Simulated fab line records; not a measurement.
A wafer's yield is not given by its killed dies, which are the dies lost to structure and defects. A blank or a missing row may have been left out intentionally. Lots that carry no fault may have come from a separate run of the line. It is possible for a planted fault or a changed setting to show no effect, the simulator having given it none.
fab line records	flow n5-finfet
[record] lots = 24	wafers = 72	last-day = 19
route steps=1938 shown WELL_APT@30 FIN_SAQP@102 FIN_CUT@164
lots untouched by any fault: they come from a run of this same line in which no faults occurred
start-h: the number of hours between the record's first day and the start of the first shown wafer of the lot	wait-h: time in hours since the lot's previous step	" same as the row above	L1.1+2: one row covering several wafers at once	- no value, or no start was given	* or withheld: withheld	< > ~ a bound
route shown NAME@n: names a module that has steps shown in the file, with the first one's number in the route	usual: mean/standard deviation taken from wafers without a fault	same: alike in all rows	chamber/n: place in a boat	sites: each site's reading	_std_site: the values' standard deviation	_edge_site: the outer-site mean with the inner-site mean subtracted	radius-mm: for every site, how far away it sits from the centre of the wafer	mask NAME#n: copy n	behind: the most recent tool/chamber to have shaped the wafer	hold: why the lot went on hold/how many hours it stayed there/how the hold came to an end	device: whichever transistor did not switch (one of n, p or np)	end of line: tests of these same wafers at the route's end	for a step that has no rows: nothing shown but its recipe	killed: count of dies lost to structure and defects at first sort (not the wafer's yield)	map: per-die view of a wafer (x killed, . not killed, _ where there is no die)
set.NAME: the setting the step ran with; set.NAME@STEP: the setting that earlier step ran with	model.NAME: the simulator's own value behind a step, which no gauge read
route steps across a sampled set of lots; one table per step, one row per wafer
services: from which hour (start-h, from the record's first day; less than 0 if before it) a tool's chamber was out of use, for how many hours, and why
[[steps]]
[step N5_WELL_APT_INSPECT_10]
[recipe] mode = adi	inspect-instrument = macro
[usual] raw-defect-count = 1.9/1.4
lot.wafer	tool	chamber	start-h	wait-h	raw-defect-count
L074.2	defect-inspect-01	-	13.94	0.0	2
L074.3	"	-	"	"	2
L074.5	"	-	"	"	1
L075.2	defect-inspect-02	-	19.89	0.0	2
L075.4	"	-	"	"	4
L075.6	"	-	"	"	4
L076.1	defect-inspect-01	-	25.86	0.0	1
L076.2	"	-	"	"	3
L076.5	"	-	"	"	1
L077.2	defect-inspect-01	-	31.95	0.0	4
L077.4	"	-	"	"	1
L077.6	"	-	"	"	3
L078.2	defect-inspect-02	-	37.76	0.0	1
L078.3	"	-	"	"	0
L078.5	"	-	"	"	4
L079.1	defect-inspect-02	-	43.91	0.0	1
L079.2	"	-	"	"	2
L079.4	"	-	"	"	3
L080.3	defect-inspect-01	-	49.75	0.0	1
L080.5	"	-	"	"	1
L080.6	"	-	"	"	2
L081.2	defect-inspect-01	-	55.65	0.0	0
L081.3	"	-	"	"	1
L081.5	"	-	"	"	3
L082.1	defect-inspect-01	-	61.78	0.0	2
L082.3	"	-	"	"	0
L082.4	"	-	"	"	2
L083.1	defect-inspect-02	-	67.61	0.0	3
L083.3	"	-	"	"	0
L083.5	"	-	"	"	4
L084.2	defect-inspect-01	-	73.86	0.0	1
L084.4	"	-	"	"	3
L084.6	"	-	"	"	1
L085.1	defect-inspect-02	-	79.74	0.0	2
L085.4	"	-	"	"	2
L085.5	"	-	"	"	0
L086.1	defect-inspect-01	-	86.08	0.0	2
L086.3	"	-	"	"	3
L086.4	"	-	"	"	1
L087.1	defect-inspect-02	-	91.92	0.0	3
L087.2	"	-	"	"	1
L087.5	"	-	"	"	3
L088.2	defect-inspect-01	-	97.78	0.0	0
L088.3	"	-	"	"	0
L088.5	"	-	"	"	3
L089.2	defect-inspect-02	-	104.16	0.0	1
L089.3	"	-	"	"	3
L089.4	"	-	"	"	4
L090.1	defect-inspect-01	-	109.63	0.0	3
L090.3	"	-	"	"	5
L090.6	"	-	"	"	2
L091.2	defect-inspect-02	-	115.84	0.0	4
L091.5	"	-	"	"	2
L091.6	"	-	"	"	4
L092.1	defect-inspect-02	-	122.56	0.0	2
L092.5	"	-	"	"	2
L092.6	"	-	"	"	1
L093.2	defect-inspect-01	-	128.18	0.0	1
L093.4	"	-	"	"	1
L093.6	"	-	"	"	1
L094.2	defect-inspect-02	-	134.99	0.0	3
L094.5	"	-	"	"	0
L094.6	"	-	"	"	0
L095.2	defect-inspect-02	-	139.86	0.0	3
L095.5	"	-	"	"	3
L095.6	"	-	"	"	1
L096.1	defect-inspect-01	-	145.90	0.0	4
L096.3	"	-	"	"	1
L096.4	"	-	"	"	1
L097.2	defect-inspect-02	-	151.87	0.0	3
L097.3	"	-	"	"	6
L097.5	"	-	"	"	1
[step N5_FIN_SAQP_HM_DEP_72]
[recipe] material = SiO2	target-thk-a = 120	temp-c = 400	precursor = SiH4/N2O	pressure-torr = 0.75	rf-w = 275	time-s = 7.2
[usual] heater-power-w = 802/110	showerhead-plenum-p-Torr = 8.14/0.14
[same] time-s = 7.2
lot.wafer	tool	chamber	start-h	wait-h	heater-power-w	showerhead-plenum-p-Torr
L074.2	pecvd-04	0	21.19	0.0	908	8.15
L074.3	"	0	"	"	966	8.14
L074.5	"	1	"	"	653	7.99
L075.2	pecvd-01	1	26.84	0.0	740	8.15
L075.4	"	0	"	"	860	8.32
L075.6	"	1	"	"	745	8.13
L076.1	pecvd-03	0	33.39	0.0	758	8.28
L076.2	"	1	"	"	806	8.01
L076.5	"	0	"	"	768	8.26
L077.2	pecvd-03	2	39.59	0.0	781	8.07
L077.4	"	0	"	"	809	8.26
L077.6	"	1	"	"	848	8.02
L078.2	pecvd-03	0	46.14	0.0	785	8.26
L078.3	"	2	"	"	844	8.07
L078.5	"	0	"	"	795	8.28
L079.1	pecvd-04	0	53.03	0.0	939	8.14
L079.2	"	1	"	"	594	7.99
L079.4	"	0	"	"	958	8.12
L080.3	pecvd-03	1	56.91	0.0	831	8.04
L080.5	"	1	"	"	859	8.05
L080.6	"	2	"	"	788	8.08
L081.2	pecvd-04	0	63.44	0.0	829	8.14
L081.3	"	1	"	"	546	8.01
L081.5	"	2	"	"	704	7.96
L082.1	pecvd-03	2	69.28	0.0	809	8.07
L082.3	"	1	"	"	826	8.02
L082.4	"	2	"	"	813	8.08
L083.1	pecvd-03	0	74.84	0.0	801	8.25
L083.3	"	2	"	"	788	8.05
L083.5	"	1	"	"	723	8.04
L084.2	pecvd-04	1	80.98	0.0	565	8.00
L084.4	"	0	"	"	898	8.13
L084.6	"	1	"	"	575	7.98
L085.1	pecvd-03	2	87.54	0.0	784	8.06
L085.4	"	0	"	"	821	8.26
L085.5	"	1	"	"	836	8.03
L086.1	pecvd-04	2	93.00	0.0	651	7.97
L086.3	"	1	"	"	606	7.99
L086.4	"	2	"	"	628	7.96
L087.1	pecvd-03	0	101.95	0.0	814	8.25
L087.2	"	2	"	"	831	8.07
L087.5	"	0	"	"	820	8.27
L088.2	pecvd-01	2	105.19	0.0	994	8.48
L088.3	"	0	"	"	939	8.31
L088.5	"	1	"	"	667	8.15
L089.2	pecvd-04	2	112.06	0.0	689	7.99
L089.3	"	0	"	"	939	8.12
L089.4	"	1	"	"	625	7.98
L090.1	pecvd-01	0	116.75	0.0	840	8.33
L090.3	"	2	"	"	1023	8.46
L090.6	"	0	"	"	825	8.30
L091.2	pecvd-01	2	123.68	0.0	986	8.47
L091.5	"	0	"	"	928	8.30
L091.6	"	1	"	"	734	8.17
L092.1	pecvd-04	2	129.41	0.0	757	7.97
L092.5	"	1	"	"	639	7.99
L092.6	"	0	"	"	983	8.13
L093.2	pecvd-03	0	136.00	0.0	839	8.27
L093.4	"	1	"	"	833	8.03
L093.6	"	0	"	"	841	8.26
L094.2	pecvd-03	1	142.25	0.0	697	8.04
L094.5	"	0	"	"	689	8.29
L094.6	"	2	"	"	847	8.07
L095.2	pecvd-03	0	147.64	0.0	830	8.28
L095.5	"	2	"	"	807	8.10
L095.6	"	1	"	"	803	8.01
L096.1	pecvd-03	1	153.35	0.0	835	8.04
L096.3	"	2	"	"	855	8.09
L096.4	"	2	"	"	852	8.07
L097.2	pecvd-01	1	159.33	0.0	748	8.15
L097.3	"	2	"	"	1044	8.50
L097.5	"	2	"	"	1049	8.49
[step N5_FIN_SAQP_MANDREL1_REMOVE_56]
[recipe] chemistry = HBr/Cl2/O2	bt-time-s = 10	target = a-Si	stop-on = SiNx	endpoint = OES-SiCl	over-etch-frac = 1	icp-w = 600	bias-w = 22	HBr_flow_sccm = 150	Cl2_flow_sccm = 80	O2_flow_sccm = 5	pressure-mtorr = 10
[usual] drypump-motor-current-A = 5.8/0.47	oes_o_777_au = 1.01/0.031	oes-product-au = 1.007/0.019	throttle-valve-pct = 36.66/0.3
lot.wafer	tool	chamber	start-h	wait-h	drypump-motor-current-A	oes_o_777_au	oes-product-au	rf-hours-counter-h	throttle-valve-pct
L074.2	rie-si-06	1	23.53	0.1	5.4	0.97	1.000	103	36.34
L074.3	"	2	"	"	6.2	1.02	1.024	42	36.72
L074.5	"	3	"	"	5.6	1.03	1.018	-	36.53
L075.2	rie-si-06	0	29.52	0.1	5.1	1.02	0.996	65	36.84
L075.4	"	1	"	"	5.4	0.96	1.000	103	36.34
L075.6	"	3	"	"	5.6	1.04	1.011	-	36.52
L076.1	rie-si-04	1	37.45	0.1	5.8	1.03	1.022	38	36.39
L076.2	"	2	"	"	6.5	1.06	1.036	108	37.17
L076.5	"	0	"	"	5.9	0.98	0.989	-	36.37
L077.2	rie-si-06	3	42.44	0.1	5.6	1.04	1.012	157	36.52
L077.4	"	0	"	"	5.1	1.01	1.016	65	36.83
L077.6	"	1	"	"	5.4	0.97	0.991	-	36.35
L078.2	rie-si-06	0	48.86	0.1	5.1	1.02	0.993	65	36.84
L078.3	"	3	"	"	5.6	1.03	1.006	157	36.51
L078.5	"	0	"	"	5.1	1.03	0.995	-	36.84
L079.1	rie-si-06	1	55.77	0.1	5.3	0.97	0.996	104	36.34
L079.2	"	0	"	"	5.1	1.02	0.997	66	36.83
L079.4	"	3	"	"	5.6	1.05	1.009	157	36.50
L080.3	rie-si-06	2	59.69	0.1	6.2	1.01	1.028	43	36.74
L080.5	"	3	"	"	5.6	1.04	1.012	-	36.51
L080.6	"	0	"	"	5.1	1.03	1.008	-	36.84
L081.2	rie-si-04	1	66.09	0.1	5.7	1.03	1.006	39	36.40
L081.3	"	3	"	"	5.4	0.98	1.029	139	36.71
L081.5	"	1	"	"	5.7	1.02	1.017	-	36.40
L082.1	rie-si-04	0	71.80	0.1	5.9	0.99	0.990	23	36.37
L082.3	"	3	"	"	5.4	0.98	1.031	140	36.70
L082.4	"	1	"	"	5.8	1.03	1.006	39	36.39
L083.1	rie-si-04	0	77.24	0.1	5.9	0.98	0.987	23	36.38
L083.3	"	2	"	"	6.5	1.06	1.042	109	37.15
L083.5	"	3	"	"	5.4	0.98	1.036	-	36.70
L084.2	rie-si-04	3	83.71	0.1	5.4	0.98	1.017	140	36.71
L084.4	"	0	"	"	5.9	0.98	0.980	23	36.37
L084.6	"	3	"	"	5.4	0.98	1.024	-	36.70
L085.1	rie-si-06	3	91.60	0.1	5.6	1.03	1.012	158	36.52
L085.4	"	0	"	"	5.1	1.02	0.993	66	36.84
L085.5	"	2	"	"	6.1	1.01	1.014	-	36.74
L086.1	rie-si-06	3	97.06	0.1	5.6	1.04	1.010	158	36.52
L086.3	"	0	"	"	5.1	1.02	1.009	67	36.84
L086.4	"	1	"	"	5.4	0.96	1.003	105	36.35
L087.1	rie-si-04	0	104.56	0.1	5.9	0.99	0.979	23	36.37
L087.2	"	1	"	"	5.8	1.02	1.006	39	36.39
L087.5	"	3	"	"	5.4	0.98	1.019	-	36.70
L088.2	rie-si-06	3	108.23	0.1	5.6	1.04	1.015	158	36.53
L088.3	"	2	"	"	6.2	1.02	1.026	44	36.73
L088.5	"	1	"	"	5.4	0.96	0.991	-	36.33
L089.2	rie-si-05	1	115.01	0.1	6.0	1.06	1.021	99	37.28
L089.3	"	2	"	"	6.7	0.98	0.982	2	37.04
L089.4	"	0	"	"	5.3	0.98	0.984	0	36.27
L090.1	rie-si-06	0	119.22	0.1	5.1	1.03	0.998	67	36.85
L090.3	"	3	"	"	5.6	1.04	0.998	158	36.53
L090.6	"	1	"	"	5.4	0.96	0.980	-	36.35
L091.2	rie-si-04	0	126.07	0.1	5.9	0.98	0.979	24	36.37
L091.5	"	1	"	"	5.8	1.03	1.011	-	36.39
L091.6	"	0	"	"	5.9	0.98	0.992	-	36.36
L092.1	rie-si-05	2	132.18	0.1	6.8	0.98	0.991	2	37.06
L092.5	"	2	"	"	6.8	0.98	0.982	-	37.05
L092.6	"	3	"	"	6.1	1.03	0.996	-	36.41
L093.2	rie-si-05	2	138.43	0.1	6.8	0.98	0.988	2	37.04
L093.4	"	1	"	"	6.0	1.04	1.013	100	37.29
L093.6	"	2	"	"	6.7	0.98	0.987	-	37.05
L094.2	rie-si-05	2	144.57	0.1	6.7	0.98	0.990	2	37.04
L094.5	"	1	"	"	6.0	1.05	1.023	-	37.31
L094.6	"	2	"	"	6.7	0.97	0.988	-	37.04
L095.2	rie-si-05	0	150.53	0.1	5.4	0.98	0.977	1	36.27
L095.5	"	3	"	"	6.1	1.02	0.991	-	36.42
L095.6	"	2	"	"	6.8	0.97	0.986	-	37.05
L096.1	rie-si-04	1	156.27	0.1	5.7	1.02	1.012	40	36.39
L096.3	"	0	"	"	5.9	0.98	0.983	25	36.36
L096.4	"	2	"	"	6.4	1.07	1.042	110	37.15
L097.2	rie-si-04	0	161.81	0.1	5.9	0.98	0.979	25	36.37
L097.3	"	3	"	"	5.4	0.98	1.021	141	36.71
L097.5	"	0	"	"	5.9	0.98	0.989	-	36.36
[step N5_FIN_SAQP_ETCH_65]
[recipe] chemistry = CF4	target = SiO2	target-depth-a = 40	ion-energy-ev = 350	time-s = 4.4	pressure-mtorr = 10	icp-w = 800	bias-w = 400	cf4-flow-sccm = 80
[usual] drypump-motor-current-A = 5.8/0.48	oes-product-au = 1.009/0.019	throttle-valve-pct = 21.76/0.23
[same] time-s = 4.4
lot.wafer	tool	chamber	start-h	wait-h	drypump-motor-current-A	oes-product-au	rf-hours-counter-h	throttle-valve-pct
L074.2	rie-si-06	0	23.95	0.1	5.1	1.009	65	21.84
L074.3	"	3	"	"	5.6	1.021	156	21.76
L074.5	"	2	"	"	6.1	1.029	-	21.72
L075.2	rie-si-05	1	29.78	0.1	6.0	1.026	98	22.30
L075.4	"	3	"	"	6.1	0.995	37	21.62
L075.6	"	1	"	"	6.0	1.026	-	22.29
L076.1	rie-si-06	1	37.75	0.1	5.4	0.995	103	21.56
L076.2	"	3	"	"	5.6	1.023	157	21.77
L076.5	"	2	"	"	6.1	1.030	-	21.73
L077.2	rie-si-05	0	42.71	0.1	5.3	1.006	202	21.47
L077.4	"	3	"	"	6.1	0.981	37	21.63
L077.6	"	1	"	"	6.1	1.027	-	22.29
L078.2	rie-si-05	3	49.70	0.1	6.1	0.993	37	21.63
L078.3	"	1	"	"	6.0	1.020	98	22.28
L078.5	"	2	"	"	6.7	0.995	-	21.90
L079.1	rie-si-05	2	56.06	0.1	6.7	0.979	1	21.91
L079.2	"	3	"	"	6.1	1.002	37	21.62
L079.4	"	1	"	"	6.0	1.031	98	22.29
L080.3	rie-si-05	0	59.99	0.1	5.3	1.016	202	21.48
L080.5	"	0	"	"	5.3	1.018	-	21.46
L080.6	"	3	"	"	6.1	0.993	-	21.62
L081.2	rie-si-06	0	66.36	0.1	5.1	1.019	66	21.85
L081.3	"	1	"	"	5.4	0.989	104	21.56
L081.5	"	3	"	"	5.5	1.025	-	21.78
L082.1	rie-si-06	1	72.06	0.1	5.4	0.988	104	21.56
L082.3	"	2	"	"	6.1	1.023	43	21.72
L082.4	"	0	"	"	5.1	1.002	66	21.85
L083.1	rie-si-06	3	77.51	0.1	5.6	1.025	158	21.77
L083.3	"	0	"	"	5.1	1.009	66	21.82
L083.5	"	3	"	"	5.6	1.023	-	21.76
L084.2	rie-si-05	3	83.97	0.1	6.1	1.005	38	21.63
L084.4	"	2	"	"	6.7	0.995	-	21.90
L084.6	"	3	"	"	6.1	1.010	-	21.65
L085.1	rie-si-06	0	92.04	0.1	5.1	1.012	66	21.84
L085.4	"	3	"	"	5.6	1.029	158	21.76
L085.5	"	0	"	"	5.1	1.014	-	21.84
L086.1	rie-si-04	2	97.32	0.1	6.4	1.030	109	22.14
L086.3	"	1	"	"	5.8	1.014	39	21.55
L086.4	"	3	"	"	5.4	1.004	140	21.72
L087.1	rie-si-05	1	105.02	0.1	6.0	1.031	99	22.28
L087.2	"	3	"	"	6.1	0.997	38	21.62
L087.5	"	1	"	"	6.0	1.044	-	22.30
L088.2	rie-si-04	3	108.53	0.1	5.4	1.017	140	21.70
L088.3	"	1	"	"	5.7	1.021	39	21.56
L088.5	"	1	"	"	5.8	1.025	-	21.54
L089.2	rie-si-04	0	115.28	0.1	5.9	0.977	24	21.48
L089.3	"	1	"	"	5.7	1.023	40	21.54
L089.4	"	2	"	"	6.4	1.046	110	22.14
L090.1	rie-si-05	3	119.52	0.1	6.1	0.999	39	21.63
L090.3	"	1	"	"	6.0	1.030	99	22.29
L090.6	"	0	"	"	5.3	0.971	-	21.36
L091.2	rie-si-06	3	126.46	0.1	5.6	1.013	158	21.75
L091.5	"	3	"	"	5.6	1.022	-	21.78
L091.6	"	0	"	"	5.1	1.013	-	21.83
L092.1	rie-si-06	1	132.45	0.1	5.3	0.990	105	21.56
L092.5	"	0	"	"	5.1	0.999	-	21.85
L092.6	"	3	"	"	5.6	1.014	-	21.78
L093.2	rie-si-06	1	138.82	0.1	5.3	0.987	105	21.57
L093.4	"	3	"	"	5.6	1.032	159	21.77
L093.6	"	2	"	"	6.1	1.033	-	21.73
L094.2	rie-si-06	1	144.83	0.1	5.4	0.987	106	21.58
L094.5	"	3	"	"	5.6	1.005	-	21.76
L094.6	"	2	"	"	6.2	1.023	-	21.73
L095.2	rie-si-06	3	150.80	0.1	5.6	1.019	159	21.77
L095.5	"	1	"	"	5.4	0.987	-	21.56
L095.6	"	0	"	"	5.1	1.015	-	21.85
L096.1	rie-si-06	3	156.67	0.1	5.6	1.019	159	21.78
L096.3	"	1	"	"	5.4	0.986	106	21.55
L096.4	"	2	"	"	6.1	1.027	45	21.71
L097.2	rie-si-05	1	162.08	0.1	6.0	1.030	100	22.29
L097.3	"	2	"	"	6.7	0.988	3	21.90
L097.5	"	0	"	"	5.3	0.981	-	21.39
[step N5_FIN_SAQP_RECESS_71]
[recipe] chemistry = HF/NH3	target = SiO2	target-depth-a = 30	afs-cycles = 1	temp-c = 30	sublimation-temp-c = 180	sublimation-time-s = 60
[usual] drypump-motor-current-A = 5.5/0.53
lot.wafer	tool	chamber	start-h	wait-h	drypump-motor-current-A
L074.2	vapor-etch-01	1	24.78	0.0	5.5
L074.3	"	1	"	"	5.5
L074.5	"	1	"	"	5.5
L075.2	vapor-etch-02	1	30.74	0.1	6.4
L075.4	"	0	"	"	5.1
L075.6	"	0	"	"	5.1
L076.1	vapor-etch-02	1	38.48	0.0	6.3
L076.2	"	0	"	"	5.1
L076.5	"	0	"	"	5.1
L077.2	vapor-etch-02	0	43.81	0.0	5.1
L077.4	"	1	"	"	6.3
L077.6	"	0	"	"	5.1
L078.2	vapor-etch-02	0	50.49	0.0	5.1
L078.3	"	1	"	"	6.3
L078.5	"	1	"	"	6.3
L079.1	vapor-etch-02	1	56.99	0.0	6.3
L079.2	"	0	"	"	5.0
L079.4	"	0	"	"	5.1
L080.3	vapor-etch-02	0	60.75	0.1	5.1
L080.5	"	0	"	"	5.1
L080.6	"	1	"	"	6.3
L081.2	vapor-etch-02	1	67.08	0.0	6.3
L081.3	"	1	"	"	6.3
L081.5	"	1	"	"	6.3
L082.1	vapor-etch-02	0	72.79	0.0	5.1
L082.3	"	0	"	"	5.1
L082.4	"	1	"	"	6.3
L083.1	vapor-etch-02	0	78.23	0.0	5.0
L083.3	"	0	"	"	5.0
L083.5	"	1	"	"	6.3
L084.2	vapor-etch-01	0	84.84	0.0	5.0
L084.4	"	0	"	"	5.1
L084.6	"	1	"	"	5.5
L085.1	vapor-etch-02	1	92.81	0.0	6.3
L085.4	"	1	"	"	6.3
L085.5	"	0	"	"	5.1
L086.1	vapor-etch-01	0	98.05	0.0	5.1
L086.3	"	0	"	"	5.1
L086.4	"	1	"	"	5.5
L087.1	vapor-etch-02	1	105.74	0.0	6.3
L087.2	"	0	"	"	5.0
L087.5	"	0	"	"	5.1
L088.2	vapor-etch-01	1	109.51	0.0	5.5
L088.3	"	0	"	"	5.1
L088.5	"	1	"	"	5.5
L089.2	vapor-etch-02	1	116.04	0.0	6.4
L089.3	"	0	"	"	5.1
L089.4	"	1	"	"	6.3
L090.1	vapor-etch-02	1	120.26	0.0	6.3
L090.3	"	1	"	"	6.3
L090.6	"	1	"	"	6.3
L091.2	vapor-etch-01	1	127.18	0.0	5.5
L091.5	"	0	"	"	5.1
L091.6	"	1	"	"	5.5
L092.1	vapor-etch-01	1	133.17	0.0	5.5
L092.5	"	1	"	"	5.5
L092.6	"	0	"	"	5.1
L093.2	vapor-etch-01	0	139.54	0.0	5.0
L093.4	"	0	"	"	5.1
L093.6	"	1	"	"	5.5
L094.2	vapor-etch-01	1	145.57	0.0	5.5
L094.5	"	0	"	"	5.1
L094.6	"	1	"	"	5.5
L095.2	vapor-etch-01	0	151.52	0.0	5.1
L095.5	"	0	"	"	5.1
L095.6	"	1	"	"	5.5
L096.1	vapor-etch-01	1	157.63	0.0	5.5
L096.3	"	1	"	"	5.5
L096.4	"	0	"	"	5.1
L097.2	vapor-etch-01	1	162.87	0.0	5.5
L097.3	"	1	"	"	5.5
L097.5	"	1	"	"	5.5
[step N5_FIN_CUT_OVL_MEAS_09]
[recipe] points-per-wafer = 522
[usual] FIN_CUT_OVL = -0.2/0.63
lot.wafer	tool	chamber	start-h	wait-h	FIN_CUT_OVL[nm]
L074.2	overlay-02	0	26.39	0.0	-0.8
L074.3	"	0	"	"	-0.7
L074.5	"	0	"	"	-1.0
L075.2	overlay-02	0	32.45	0.0	-0.3
L075.4	"	0	"	"	-0.1
L075.6	"	0	"	"	-0.6
L076.1	overlay-01	0	40.72	0.0	0.6
L076.2	"	0	"	"	0.8
L076.5	"	0	"	"	0.2
L077.2	overlay-01	0	45.63	0.0	-1.1
L077.4	"	0	"	"	0.3
L077.6	"	0	"	"	0.2
L078.2	overlay-01	0	52.35	0.0	-0.4
L078.3	"	0	"	"	1.4
L078.5	"	0	"	"	1.2
L079.1	overlay-01	0	58.77	0.0	0.9
L079.2	"	0	"	"	0.4
L079.4	"	0	"	"	0.3
L080.3	overlay-02	0	63.30	0.0	-0.9
L080.5	"	0	"	"	1.0
L080.6	"	0	"	"	0.5
L081.2	overlay-01	0	68.67	0.0	-0.3
L081.3	"	0	"	"	0.5
L081.5	"	0	"	"	-0.3
L082.1	overlay-01	0	74.41	0.0	-0.7
L082.3	"	0	"	"	-0.4
L082.4	"	0	"	"	0.1
L083.1	overlay-02	0	79.87	0.0	-0.8
L083.3	"	0	"	"	-0.5
L083.5	"	0	"	"	-0.1
L084.2	overlay-02	0	86.55	0.0	-0.1
L084.4	"	0	"	"	-0.2
L084.6	"	0	"	"	-0.4
L085.1	overlay-01	0	97.34	0.0	-0.1
L085.4	"	0	"	"	-0.5
L085.5	"	0	"	"	-0.6
L086.1	overlay-01	0	99.91	0.0	0.2
L086.3	"	0	"	"	-1.7
L086.4	"	0	"	"	-1.4
L087.1	overlay-02	0	107.45	0.0	-1.7
L087.2	"	0	"	"	-0.9
L087.5	"	0	"	"	-1.1
L088.2	overlay-02	0	111.10	0.0	0.4
L088.3	"	0	"	"	0.0
L088.5	"	0	"	"	0.0
L089.2	overlay-01	0	119.35	0.0	-0.1
L089.3	"	0	"	"	0.4
L089.4	"	0	"	"	0.4
L090.1	overlay-02	0	122.26	0.0	0.0
L090.3	"	0	"	"	0.1
L090.6	"	0	"	"	0.2
L091.2	overlay-01	0	128.81	0.0	-0.7
L091.5	"	0	"	"	0.1
L091.6	"	0	"	"	0.6
L092.1	overlay-01	0	134.76	0.0	-0.6
L092.5	"	0	"	"	-0.7
L092.6	"	0	"	"	-0.9
L093.2	overlay-01	0	141.74	0.0	-0.3
L093.4	"	0	"	"	-1.2
L093.6	"	0	"	"	-0.7
L094.2	overlay-01	0	147.50	0.0	-0.7
L094.5	"	0	"	"	0.7
L094.6	"	0	"	"	-0.4
L095.2	overlay-02	0	153.26	0.0	-0.9
L095.5	"	0	"	"	-0.9
L095.6	"	0	"	"	-1.2
L096.1	overlay-02	0	159.21	0.0	-0.5
L096.3	"	0	"	"	0.1
L096.4	"	0	"	"	-1.0
L097.2	overlay-02	0	164.58	0.0	-0.7
L097.3	"	0	"	"	-0.3
L097.5	"	0	"	"	-0.7
[[services]]
tool	chamber	start-h	hours	kind
pecvd-03	-	2.32	0.2	repair
rie-si-05	2	8.04	-	clean
rie-si-05	2	8.04	-	consumable-replace:focus-ring
rie-si-05	2	8.04	14.3	scheduled-down
rie-si-05	2	8.04	14.3	vent-cycle
pecvd-01	-	16.94	6.0	pm
rie-si-04	-	18.42	8.1	repair
pecvd-03	-	20.03	5.5	pm
pecvd-04	2	21.15	-	clean
pecvd-04	2	21.15	-	consumable-replace:showerhead
rie-si-05	3	22.38	6.4	repair
pecvd-04	-	26.44	1.1	repair
pecvd-03	2	33.51	5.5	scheduled-down
pecvd-01	2	36.73	17.1	repair
rie-si-05	-	64.55	15.6	pm
rie-si-05	0	80.15	-	clean
rie-si-05	0	80.15	28.7	scheduled-down
rie-si-05	0	80.15	28.7	vent-cycle
rie-si-06	-	83.31	4.3	pm
pecvd-03	1	96.80	2.1	scheduled-down
pecvd-03	-	98.90	2.8	pm
vapor-etch-01	-	141.96	0.2	repair
pecvd-03	-	154.73	0.5	repair
pecvd-03	0	155.34	5.5	scheduled-down
[[key]]
fault none
